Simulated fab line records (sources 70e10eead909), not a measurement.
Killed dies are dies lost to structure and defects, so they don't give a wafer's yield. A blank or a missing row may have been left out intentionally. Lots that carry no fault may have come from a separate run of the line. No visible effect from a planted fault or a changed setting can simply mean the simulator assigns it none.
Which of the tools did it?    flow nand harc    18 wafers from 6 lots sampled at 4 of the route's 1159 steps

WHAT EACH GAUGE READ, for each wafer
NHARC_END_SORT_01.
lot   measured      on         killed at array
L434  day 20 12:48  prober-02  20 20 12
L437  day 21 04:41  prober-01  21 17 17
L442  day 21 19:29  prober-01  26 23 17
L447  day 23 12:23  prober-02  20 32 23

WHICH TOOL RAN EACH LOT (tool, then ch and the chambers of the sampled wafers, then the start)
lot   NHARC_P_CONTACT_CMP_01        NHARC_P_CONTACT_ETCH_35             NHARC_P_CONTACT_ALD_22
L434  cmp-03 ch 0,3, day 6 03:20    rie diel-05 ch 0,2, day 6 04:24     ald metal-02 ch 0,2, day 6 06:12
L437  cmp-02 ch 1,2,3, day 6 21:02  rie diel-02 ch 0,2, day 6 22:07     ald metal-02 ch 0,1,3, day 6 23:54
L442  cmp-04 ch 0,1,3, day 7 17:10  rie diel-05 ch 2,3, day 7 18:08     ald metal-01 ch 0,3, day 7 20:05
L444  cmp-04 ch 0,2,3, day 8 21:10  rie diel-02 ch 0,2,3, day 8 22:13   ald metal-03 ch 0,2, day 8 23:58
L447  cmp-03 ch 0,1,3, day 9 09:55  rie diel-02 ch 1,3, day 9 11:01     ald metal-03 ch 0,1,2, day 9 12:46
L454  cmp-03 ch 2,3, day 11 00:09   rie diel-02 ch 1,2,3, day 11 01:08  ald metal-01 ch 0,1,3, day 11 02:55
- NHARC_P_CONTACT_CMP_01: polishes SiO2, target thk 200 nm.
- NHARC_P_CONTACT_ETCH_35: etches the open film in CF4, target depth 39 nm, time 65 s.
- NHARC_P_CONTACT_ALD_22: deposits TiN, target thk 3 nm, pulse time 1 s, ald cycles 150.

THE ANSWER, worked out from the rows above alone
Rule: what is usual is taken from the lots themselves. The widest of any qualifying gaps counts: lots, ordered by their means at a reading, are off when they make up no more than a third of the lots, leave a main group of 4 or more, and stand apart from it by 3 or more times the standard deviation of that group's means. A main group is skipped when, at the precision printed for the reading in the tables above, its means are all equal. Also off: a lot with no number at a reading for which 4 or more lots have one. The other lots that the step has rows for count as sound.
None of the lots is off at any reading shown; this tells nothing.

WHAT HAD BEEN PUT IN BY THE SIMULATOR
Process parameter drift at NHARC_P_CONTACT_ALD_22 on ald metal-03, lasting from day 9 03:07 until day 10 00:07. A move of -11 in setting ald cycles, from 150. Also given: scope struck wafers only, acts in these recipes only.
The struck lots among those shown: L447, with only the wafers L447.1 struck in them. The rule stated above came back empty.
